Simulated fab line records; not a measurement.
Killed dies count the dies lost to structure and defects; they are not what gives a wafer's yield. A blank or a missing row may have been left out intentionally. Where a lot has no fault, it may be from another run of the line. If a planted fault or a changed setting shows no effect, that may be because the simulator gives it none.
The tool behind it: which one? | flow n5Finfet | Sampling: 9 lots, 27 wafers, 5 of 1938 route steps

WHAT THE GAUGES READ, wafer by wafer
N5_BEOL_M3_INSPECT_59: inspects for defects (darkfield). Usual: rawDefectCount reads 74 (standard deviation 21).
lot  | measured     | on               | rawDefectCount | flag
L893 | day 7 13:26  | defectInspect-02 | 73 82 62       | 
L895 | day 8 00:14  | defectInspect-02 | 93 102 89      | 
L898 | day 8 18:50  | defectInspect-02 | 86 91 95       | 
L899 | day 9 03:53  | defectInspect-02 | 54 100 106     | 
L901 | day 10 02:49 | defectInspect-02 | 48 70 116      | 
L908 | day 11 12:53 | defectInspect-02 | 105 80 53      | 
L909 | day 11 20:59 | defectInspect-01 | 51 73 53       | 
L913 | day 12 15:49 | defectInspect-01 | 62 85 61       | 
L912 | day 13 02:38 | defectInspect-02 | 100 84 59      | 

N5_BEOL_M4_RC_MEAS_101. Usual: DIBL_N 35.9 mV/V, standard deviation 1.3; DIBL_P 35.9 mV/V, standard deviation 1.6; IOFF_N 0.156 nA/um, standard deviation 0.022; IOFF_P 0.205 nA/um, standard deviation 0.023; ION_N 675 uA/um, standard deviation 9; ION_P 463 uA/um, standard deviation 5.6; SS_N 71.4 mV/dec, standard deviation 0.57; SS_P 73.1 mV/dec, standard deviation 0.52; VT_N 249.7 mV, standard deviation 2.8; VT_P -250.2 mV, standard deviation 2.5.
lot  | measured     | on        | DIBL_N (mV/V)  | DIBL_P (mV/V)  | IOFF_N (nA/um)    | IOFF_P (nA/um)    | ION_N (uA/um) | ION_P (uA/um) | SS_N (mV/dec)  | SS_P (mV/dec)  | VT_N (mV)         | VT_P (mV)            | flag
L893 | day 8 04:08  | prober-02 | 35.6 35.5 35.9 | 34.2 34.0 33.5 | 0.159 0.150 0.156 | 0.222 0.217 0.207 | 675 666 667   | 464 461 457   | 71.5 72.1 71.5 | 73.0 72.8 72.6 | 246.2 250.6 248.4 | -248.6 -248.1 -250.1 | 
L895 | day 8 10:27  | prober-02 | 35.7 34.0 36.6 | 36.3 33.5 37.3 | 0.169 0.136 0.185 | 0.208 0.173 0.220 | 679 663 680   | 460 454 463   | 71.8 71.2 72.8 | 73.6 72.4 72.9 | 247.4 252.1 247.1 | -251.9 -254.5 -251.7 | 
L898 | day 9 07:47  | prober-02 | 35.1 32.9 33.3 | 35.5 32.3 33.4 | 0.141 0.109 0.113 | 0.200 0.162 0.169 | 668 660 665   | 464 461 465   | 71.0 70.1 71.1 | 73.1 71.7 72.5 | 250.5 255.8 254.9 | -250.8 -251.4 -250.0 | 
L899 | day 9 13:36  | prober-02 | 34.7 37.3 35.3 | 35.5 38.2 35.8 | 0.136 0.170 0.142 | 0.218 0.266 0.223 | 673 675 679   | 467 472 474   | 71.1 72.1 71.8 | 72.3 73.3 72.5 | 249.2 248.7 250.7 | -247.6 -243.5 -248.0 | 
L901 | day 10 09:53 | prober-01 | 35.3 35.4 35.5 | 34.7 34.5 34.6 | 0.144 0.139 0.142 | 0.198 0.194 0.196 | 676 667 668   | 461 460 455   | 70.3 70.1 71.1 | 72.7 73.5 73.1 | 252.4 251.9 251.9 | -253.1 -251.6 -250.6 | 
L908 | day 11 22:10 | prober-01 | 35.8 36.7 33.9 | 35.4 36.7 33.8 | 0.154 0.179 0.128 | 0.198 0.222 0.175 | 684 679 664   | 464 465 457   | 71.5 71.5 71.3 | 72.8 73.8 72.9 | 249.4 247.4 250.7 | -249.8 -249.7 -252.9 | 
L909 | day 12 08:43 | prober-02 | 38.3 36.2 36.1 | 37.3 35.6 36.0 | 0.176 0.139 0.146 | 0.246 0.225 0.226 | 678 664 672   | 469 472 473   | 70.9 70.7 71.4 | 73.8 73.2 72.6 | 249.1 250.8 249.6 | -246.2 -244.7 -248.5 | 
L913 | day 13 05:27 | prober-02 | 38.2 37.4 39.1 | 37.6 36.7 39.4 | 0.172 0.151 0.197 | 0.217 0.204 0.249 | 680 663 679   | 462 457 463   | 71.6 71.9 72.1 | 74.0 73.9 74.4 | 247.7 251.6 246.0 | -248.9 -250.7 -247.2 | 
L912 | day 13 14:47 | prober-01 | 34.5 35.3 32.4 | 35.4 36.1 33.1 | 0.140 0.154 0.116 | 0.186 0.202 0.156 | 673 676 664   | 460 459 457   | 71.1 72.1 70.8 | 72.7 72.4 72.0 | 249.2 250.1 254.7 | -253.0 -250.4 -251.6 | 

EACH LOT AND THE TOOL THAT RAN IT (in order: tool; ch and the chambers of the sampled wafers; start)
lot  | N5_BEOL_M4_PECVD_72             | N5_BEOL_M4_COAT_67               | N5_BEOL_M4_ETCH_77
L893 | pecvd-01 ch 0,2, day 7 13:35    | lithoTrack-05 ch 0, day 7 16:08  | rieDiel-04 ch 0,2, day 7 16:42
L895 | pecvd-03 ch 0,2, day 8 00:23    | lithoTrack-05 ch 0, day 8 01:44  | rieDiel-05 ch 0,1,2, day 8 02:23
L898 | pecvd-03 ch 0,2, day 8 18:58    | lithoTrack-05 ch 0, day 8 21:06  | rieDiel-03 ch 2,3, day 8 21:32
L899 | pecvd-03 ch 0,2, day 9 04:03    | lithoTrack-05 ch 0, day 9 05:55  | rieDiel-05 ch 2,3, day 9 06:28
L901 | pecvd-03 ch 0,1, day 10 03:00   | lithoTrack-05 ch 0, day 10 04:23 | rieDiel-05 ch 2,3, day 10 04:50
L908 | pecvd-04 ch 0,1,2, day 11 13:01 | lithoTrack-01 ch 0, day 11 14:44 | rieDiel-04 ch 1,2, day 11 15:18
L909 | pecvd-04 ch 0,2, day 11 21:07   | lithoTrack-01 ch 0, day 11 22:12 | rieDiel-03 ch 0,1,2, day 11 22:52
L913 | pecvd-03 ch 0,1,2, day 12 15:58 | lithoTrack-01 ch 0, day 12 19:23 | rieDiel-04 ch 2,3, day 12 19:58
L912 | pecvd-04 ch 0,1,2, day 13 02:46 | lithoTrack-05 ch 0, day 13 05:42 | rieDiel-05 ch 2,3, day 13 06:23
- N5_BEOL_M4_PECVD_72: deposits SiO2 from TEOS/O2, target thk 16 nm, time 18 s.
- N5_BEOL_M4_COAT_67: time 60 s, resist thk 60 nm.
- N5_BEOL_M4_ETCH_77: etches underlayer in N2/H2, target depth 6.5 nm, time 5.2 s.

WHAT THE TOOLS THEMSELVES READ (means of the sampled wafers that have a number; where no wafer has one, the mark that the record gives instead)
N5_BEOL_M4_PECVD_72. Usual: heaterPowerW 692 W, standard deviation 61; showerheadPlenumPTorr 8.79 Torr, standard deviation 0.045; susceptorTempC 399.98 C, standard deviation 0.21; throttleValvePct 22.5 %, standard deviation 1.3.
lot  | tool     | heaterPowerW (W) | showerheadPlenumPTorr (Torr) | susceptorTempC (C) | throttleValvePct (%) | flag
L893 | pecvd-01 | 684              | 8.81                         | 400.03             | 22.6                 | 
L895 | pecvd-03 | 733              | 8.73                         | 400.13             | 21.4                 | 
L898 | pecvd-03 | 736              | 8.76                         | 400.08             | 21.6                 | 
L899 | pecvd-03 | 725              | 8.79                         | 400.30             | 21.4                 | 
L901 | pecvd-03 | 669              | 8.82                         | 399.85             | 21.7                 | 
L908 | pecvd-04 | 675              | 8.80                         | 399.82             | 22.8                 | 
L909 | pecvd-04 | 603              | 8.80                         | 399.96             | 22.8                 | 
L913 | pecvd-03 | 732              | 8.77                         | 399.87             | 21.0                 | 
L912 | pecvd-04 | 672              | 8.79                         | 399.84             | 22.9                 | 

N5_BEOL_M4_COAT_67. Usual: plateTempC 249.97 C, standard deviation 0.18; spinSpeedRpm 1500.0 rpm, standard deviation 0.95.
lot  | tool          | plateTempC (C) | spinSpeedRpm (rpm) | flag
L893 | lithoTrack-05 | 249.99         | 1500.9             | 
L895 | lithoTrack-05 | 249.84         | 1500.8             | 
L898 | lithoTrack-05 | 249.91         | 1499.9             | 
L899 | lithoTrack-05 | 249.66         | 1626.1             | OFF
L901 | lithoTrack-05 | 249.90         | 1626.8             | OFF
L908 | lithoTrack-01 | 249.99         | 1500.5             | 
L909 | lithoTrack-01 | 250.09         | 1500.7             | 
L913 | lithoTrack-01 | 249.99         | 1499.2             | 
L912 | lithoTrack-05 | 250.03         | 1500.4             | 

N5_BEOL_M4_ETCH_77. Usual: drypumpMotorCurrentA 5.9 A (standard deviation 0.35); etchRfOnTimeS 5.17 s (standard deviation 0.08); h2FlowSccm 200.0 sccm (standard deviation 0.55); oesProductAu 0.67 a.u. (standard deviation 0.08); rfVppV 524.2 V (standard deviation 2.3); showerheadPlenumPTorr 2.57 Torr (standard deviation 0.071); throttleValvePct 17.9 % (standard deviation 0.31).
lot  | tool       | drypumpMotorCurrentA (A) | etchRfOnTimeS (s) | h2FlowSccm (sccm) | oesProductAu (a.u.) | rfVppV (V) | showerheadPlenumPTorr (Torr) | throttleValvePct (%) | flag
L893 | rieDiel-04 | 6.2                      | 5.19              | 200.7             | 0.62                | 524.2      | 2.60                         | 18.1                 | 
L895 | rieDiel-05 | 5.6                      | 5.20              | 199.4             | 0.68                | 525.9      | 2.64                         | 17.7                 | 
L898 | rieDiel-03 | 5.6                      | 5.22              | 200.0             | 0.66                | 524.3      | 2.58                         | 17.9                 | 
L899 | rieDiel-05 | 5.7                      | 5.09              | 200.1             | 0.72                | 521.8      | 2.50                         | 17.7                 | 
L901 | rieDiel-05 | 5.8                      | 5.06              | 200.2             | 0.71                | 523.4      | 2.50                         | 17.7                 | 
L908 | rieDiel-04 | 6.2                      | 5.24              | 199.4             | 0.68                | 523.6      | 2.55                         | 18.2                 | 
L909 | rieDiel-03 | 5.6                      | 5.09              | 200.1             | 0.72                | 524.8      | 2.57                         | 17.6                 | 
L913 | rieDiel-04 | 6.2                      | 5.20              | 200.3             | 0.62                | 522.2      | 2.52                         | 18.3                 | 
L912 | rieDiel-05 | 5.6                      | 5.09              | 200.3             | 0.69                | 522.0      | 2.52                         | 17.8                 | 

THE ANSWER, worked out from the rows above alone
Rule: lot off if the mean of its wafers having a number is beyond 3 standard deviations from the usual mean. Also off: a lot with no number at a reading for which 4 or more lots have one. Where the step has rows for the other lots, those lots are counted as sound. After the gauges, taken in route order, come the tools' own readings; for these a lot's mean is taken, as printed above. The first step at which some lot is off is used, and at that step the reading that is off furthest; a lot without a number counts as furthest.
Off at N5_BEOL_M4_COAT_67 (spinSpeedRpm): L899, L901.
A tool fits if, at that step or a process step before it, it ran every lot that is off, and no sound lot after the first of them. Of those tried, none fits.

WHAT HAD BEEN PUT IN BY THE SIMULATOR
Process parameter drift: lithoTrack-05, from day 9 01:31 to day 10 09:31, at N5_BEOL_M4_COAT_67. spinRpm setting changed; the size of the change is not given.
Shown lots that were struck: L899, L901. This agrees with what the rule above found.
